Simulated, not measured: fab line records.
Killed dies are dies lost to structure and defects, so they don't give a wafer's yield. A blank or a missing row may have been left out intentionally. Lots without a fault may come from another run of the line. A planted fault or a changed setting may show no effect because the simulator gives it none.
Chamber matching	flow nandHarc	NHARC_A_STAIRCASE_DEP_322 on pecvd-03 has 3 sister chambers
The step deposits SiO2, target thk 3800 nm. 3 wafers are shown with their chamber, then 8 later ones without.

## EACH WAFER AND ITS CHAMBER
wafer	chamber	heaterPowerW (W)
L090.1	2	653
L090.2	1	613
L094.1	0	555

## WAFERS MISSING THEIR CHAMBER
wafer	heaterPowerW (W)
L094.2	630
L094.5	504
L096.1	658
L096.3	600
L096.5	544
L097.1	602
L097.2	659
L097.3	702

## THE CHAMBER EACH PASSED THROUGH
wafer	from the rows above	in truth
L094.2	can't be placed: 1 or 2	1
L094.5	0	0
L096.1	can't be placed: 2 or 1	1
L096.3	can't be placed: 1 or 0 or 2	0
L096.5	0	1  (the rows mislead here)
L097.1	can't be placed: 1 or 0 or 2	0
L097.2	can't be placed: 2 or 1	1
L097.3	can't be placed: 2 or 1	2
Correctly placed: 1 of 8. Can't be placed from these rows: 6 (the true chamber is among the candidates in 6). Number placed wrongly: 1.
How it was worked out, from the rows above alone: a wafer's distance from a chamber is the root of the sum, over the readings, of the square of ((its reading less the chamber's mean) divided by the reading's scatter). The wafer belongs to the nearest chamber; if the next one is less than 2 further off, it can't be placed. A chamber's mean is the mean of its shown wafers. The scatter: root of mean squared gap, hidden wafer to nearest shown wafer, with one shown wafer a chamber.
